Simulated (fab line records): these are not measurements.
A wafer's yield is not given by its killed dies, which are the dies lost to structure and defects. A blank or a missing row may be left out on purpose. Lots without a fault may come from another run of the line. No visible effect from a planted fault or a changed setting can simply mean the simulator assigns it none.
The tool behind it: which one? :: flow n5-finfet :: Sampling: 9 lots, 26 wafers, 3 of 1938 route steps

== WHAT EACH GAUGE READ, for each wafer ==
N5_HKMG_FIN_OVL_MEAS_50.
lot: L217
measured: day 4 10:46
on: overlay-01
NDIPOLE_OVL (nm): -0.5 -0.9 -0.5

lot: L220
measured: day 5 07:25
on: overlay-02
NDIPOLE_OVL (nm): 1.3 -0.3 0.7

lot: L221
measured: day 5 12:32
on: overlay-02
NDIPOLE_OVL (nm): 0.8 0.9 0.3

lot: L224
measured: day 6 02:56
on: overlay-02
NDIPOLE_OVL (nm): -1.1 -0.2 0.6

lot: L225
measured: day 6 13:08
on: overlay-02
NDIPOLE_OVL (nm): 0.5 0.3 0.0

lot: L229
measured: day 7 09:32
on: overlay-02
NDIPOLE_OVL (nm): -0.5 0.7 1.2

lot: L231
measured: day 8 00:31
on: overlay-02
NDIPOLE_OVL (nm): -0.4 -0.2 -0.5

lot: L232
measured: day 8 05:15
on: overlay-02
NDIPOLE_OVL (nm): -0.4 0.5

lot: L233
measured: day 8 12:38
on: overlay-01
NDIPOLE_OVL (nm): 0.1 0.9 -0.3

== WHAT TOOL EACH LOT RAN ON (gives the tool, then ch and the chambers of the sampled wafers, and finally the start) ==
lot: L217
N5_SDB_ETCH_25: rie-diel-04 ch 0,1,3, day 4 05:50
N5_DUMMY_REMOVAL_STRIP_10: rie-diel-06 ch 0,1,3, day 4 09:16

lot: L220
N5_SDB_ETCH_25: rie-diel-03 ch 0,1,2, day 5 01:57
N5_DUMMY_REMOVAL_STRIP_10: rie-diel-05 ch 1,2,3, day 5 05:55

lot: L221
N5_SDB_ETCH_25: rie-diel-04 ch 0,2,3, day 5 07:39
N5_DUMMY_REMOVAL_STRIP_10: rie-diel-02 ch 0,1, day 5 11:02

lot: L224
N5_SDB_ETCH_25: rie-diel-01 ch 0,2,3, day 5 22:11
N5_DUMMY_REMOVAL_STRIP_10: rie-diel-02 ch 0,2, day 6 01:34

lot: L225
N5_SDB_ETCH_25: rie-diel-03 ch 0,1,3, day 6 08:18
N5_DUMMY_REMOVAL_STRIP_10: rie-diel-05 ch 0,2,3, day 6 11:41

lot: L229
N5_SDB_ETCH_25: rie-diel-04 ch 0,2,3, day 7 04:26
N5_DUMMY_REMOVAL_STRIP_10: rie-diel-06 ch 1,2, day 7 07:50

lot: L231
N5_SDB_ETCH_25: rie-diel-01 ch 0,2,3, day 7 19:37
N5_DUMMY_REMOVAL_STRIP_10: rie-diel-05 ch 0,1, day 7 23:01

lot: L232
N5_SDB_ETCH_25: rie-diel-03 ch 1, day 8 00:12
N5_DUMMY_REMOVAL_STRIP_10: rie-diel-05 ch 1,2, day 8 03:43

lot: L233
N5_SDB_ETCH_25: rie-diel-03 ch 0,1, day 8 07:14
N5_DUMMY_REMOVAL_STRIP_10: rie-diel-06 ch 0,2, day 8 11:02
- N5_SDB_ETCH_25: etches SiO2 in C4F6/O2, target depth 10 nm, time 3.3 s.
- N5_DUMMY_REMOVAL_STRIP_10: strips in N2/H2, time 40 s.

== THE ANSWER, worked out from the rows above alone ==
Rule: the usual values come from the lots themselves. Put in order of their means at a reading, lots are off if they are a third of the lots or fewer, leave a main group of 4 or more, and stand apart from it by a gap of 3 or more times the standard deviation of the main group's means; of several such gaps the widest counts. A main group whose means are all the same, to the digits that the tables above print for the reading, isn't used. A lot without any number at a reading at which 4 lots or more have one is off too. All remaining lots with rows at the step are treated as sound.
Across all readings shown, no lot is off: no conclusion can be drawn from this.

== WHAT HAD BEEN PUT IN BY THE SIMULATOR ==
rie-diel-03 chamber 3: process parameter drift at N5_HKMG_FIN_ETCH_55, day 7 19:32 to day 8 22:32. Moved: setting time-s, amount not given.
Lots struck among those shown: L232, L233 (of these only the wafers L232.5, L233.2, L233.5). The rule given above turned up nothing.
